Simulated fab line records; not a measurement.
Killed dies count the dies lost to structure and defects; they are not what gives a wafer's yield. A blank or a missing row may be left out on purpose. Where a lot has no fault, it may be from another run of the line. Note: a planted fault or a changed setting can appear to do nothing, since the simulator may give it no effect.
Chamber matching    flow n5Finfet    N5_BEOL_M1_ETCH_70 on rieDiel-01 has 4 sister chambers
The step etches SOC in N2/H2, target depth 80 nm, overetch 16 nm, time 120 s. 4 wafers are shown with their chamber, then 6 later ones without.

WAFERS PAIRED WITH THEIR CHAMBERS
wafer   chamber  throttleValvePct (%)
L528.4  2        18.08
L530.4  3        17.68
L530.5  0        17.77
L530.6  1        17.79

WAFERS WITHOUT THEIR CHAMBER
wafer   throttleValvePct (%)
L531.3  17.69
L531.4  17.81
L531.6  17.82
L532.3  17.83
L532.4  18.10
L532.5  17.78

WHICH CHAMBER EACH WENT THROUGH
wafer   from the rows above      in truth
L531.3  3                        3
L531.4  can't be placed: 1 or 0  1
L531.6  can't be placed: 1 or 0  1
L532.3  can't be placed: 1 or 0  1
L532.4  2                        2
L532.5  can't be placed: 1 or 0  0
Placed correctly: 2 of 6. Unplaceable from these rows: 4, with the true chamber sitting among the candidates in 4. Placed wrongly: 0.
How it was worked out, from the rows above alone: a wafer's distance from a chamber is the root of the sum, over the readings, of the square of ((its reading less the chamber's mean) divided by the reading's scatter). The wafer belongs to the nearest chamber; if the next one is less than 2 further off, it can't be placed. A chamber's mean is the mean of its shown wafers. The scatter (one wafer shown for each chamber): square how far every hidden wafer sits from the nearest shown wafer, average those squares and take the square root.
